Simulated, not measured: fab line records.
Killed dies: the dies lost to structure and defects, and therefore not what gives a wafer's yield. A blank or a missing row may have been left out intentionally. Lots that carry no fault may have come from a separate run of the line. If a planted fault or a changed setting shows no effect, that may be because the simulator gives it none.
Matching of chambers || flow n5_finfet || 4 sister chambers for N5_BEOL_M0_SAQP_ALD_48 on ald_sin-02
The step deposits SiO2, target thk 20 nm, pulse time 1 s, co reactant pulse time 1 s. 20 wafers are shown with their chamber, then 10 later ones without.

WAFERS WITH THEIR CHAMBER
{"wafer": "L074.1", "chamber": 3, "heater_power_w (W)": 65, "precursor_pulse_height_rel": 0.990}
{"wafer": "L074.3", "chamber": 2, "heater_power_w (W)": 64, "precursor_pulse_height_rel": 0.976}
{"wafer": "L074.5", "chamber": 1, "heater_power_w (W)": 76, "precursor_pulse_height_rel": 1.003}
{"wafer": "L081.1", "chamber": 0, "heater_power_w (W)": 90, "precursor_pulse_height_rel": 0.989}
{"wafer": "L081.5", "chamber": 1, "heater_power_w (W)": 77, "precursor_pulse_height_rel": 1.044}
{"wafer": "L081.6", "chamber": 2, "heater_power_w (W)": 65, "precursor_pulse_height_rel": 0.982}
{"wafer": "L082.1", "chamber": 0, "heater_power_w (W)": 89, "precursor_pulse_height_rel": 1.009}
{"wafer": "L082.3", "chamber": 2, "heater_power_w (W)": 66, "precursor_pulse_height_rel": 1.007}
{"wafer": "L082.5", "chamber": 2, "heater_power_w (W)": 67, "precursor_pulse_height_rel": 0.993}
{"wafer": "L083.1", "chamber": 0, "heater_power_w (W)": 87, "precursor_pulse_height_rel": 0.989}
{"wafer": "L083.2", "chamber": 3, "heater_power_w (W)": 69, "precursor_pulse_height_rel": 0.991}
{"wafer": "L083.5", "chamber": 1, "heater_power_w (W)": 78, "precursor_pulse_height_rel": 0.986}
{"wafer": "L084.1", "chamber": 0, "heater_power_w (W)": 91, "precursor_pulse_height_rel": 1.005}
{"wafer": "L084.3", "chamber": 2, "heater_power_w (W)": 66, "precursor_pulse_height_rel": 1.017}
{"wafer": "L084.4", "chamber": 3, "heater_power_w (W)": 68, "precursor_pulse_height_rel": 1.029}
{"wafer": "L085.1", "chamber": 0, "heater_power_w (W)": 89, "precursor_pulse_height_rel": 1.007}
{"wafer": "L085.2", "chamber": 2, "heater_power_w (W)": 66, "precursor_pulse_height_rel": 0.978}
{"wafer": "L085.6", "chamber": 2, "heater_power_w (W)": 65, "precursor_pulse_height_rel": 0.959}
{"wafer": "L088.3", "chamber": 2, "heater_power_w (W)": 65, "precursor_pulse_height_rel": 0.989}
{"wafer": "L088.5", "chamber": 3, "heater_power_w (W)": 66, "precursor_pulse_height_rel": 0.964}

SIGNATURES, as means of the wafers listed above
{"reading": "heater_power_w", "chamber 0": 89.20, "chamber 1": 77.00, "chamber 2": 65.50, "chamber 3": 67.00, "scatter within a chamber": 1.29}
{"reading": "precursor_pulse_height_rel", "chamber 0": 0.99980, "chamber 1": 1.01100, "chamber 2": 0.98762, "chamber 3": 0.99350, "scatter within a chamber": 0.0204}
Rule: for each reading, subtract the chamber's mean from the wafer's reading, divide by that reading's scatter and square the result; add these up over the readings and take the root, which gives the wafer's distance from the chamber. If the next closest chamber is less than 2 further off than the closest, the wafer can't be placed; otherwise it belongs to the closest. The scatter is the square root of a quotient: the sum, over the shown wafers, of each reading's squared deviation from its chamber's mean, divided by wafers minus chambers.

WAFERS WITHOUT THEIR CHAMBER
{"wafer": "L088.6", "heater_power_w (W)": 89, "precursor_pulse_height_rel": 0.999}
{"wafer": "L091.1", "heater_power_w (W)": 78, "precursor_pulse_height_rel": 1.016}
{"wafer": "L091.2", "heater_power_w (W)": 68, "precursor_pulse_height_rel": 1.000}
{"wafer": "L091.6", "heater_power_w (W)": 90, "precursor_pulse_height_rel": 1.005}
{"wafer": "L094.2", "heater_power_w (W)": 65, "precursor_pulse_height_rel": 0.968}
{"wafer": "L094.3", "heater_power_w (W)": 77, "precursor_pulse_height_rel": 1.008}
{"wafer": "L094.5", "heater_power_w (W)": 68, "precursor_pulse_height_rel": 0.989}
{"wafer": "L097.1", "heater_power_w (W)": 91, "precursor_pulse_height_rel": 0.981}
{"wafer": "L097.3", "heater_power_w (W)": 79, "precursor_pulse_height_rel": 0.965}
{"wafer": "L097.6", "heater_power_w (W)": 79, "precursor_pulse_height_rel": 0.983}

WHICH CHAMBER EACH WENT THROUGH
{"wafer": "L088.6", "from the rows above": 0, "in truth": 0}
{"wafer": "L091.1", "from the rows above": 1, "in truth": 1}
{"wafer": "L091.2", "from the rows above": "can't be placed: 3 or 2", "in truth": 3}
{"wafer": "L091.6", "from the rows above": 0, "in truth": 0}
{"wafer": "L094.2", "from the rows above": "can't be placed: 2 or 3", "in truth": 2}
{"wafer": "L094.3", "from the rows above": 1, "in truth": 1}
{"wafer": "L094.5", "from the rows above": "can't be placed: 3 or 2", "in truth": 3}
{"wafer": "L097.1", "from the rows above": 0, "in truth": 0}
{"wafer": "L097.3", "from the rows above": 1, "in truth": 1}
{"wafer": "L097.6", "from the rows above": 1, "in truth": 1}
Placed correctly: 7 of 10. Unplaceable from these rows: 3, with the true chamber sitting among the candidates in 3. 0 placed wrongly.
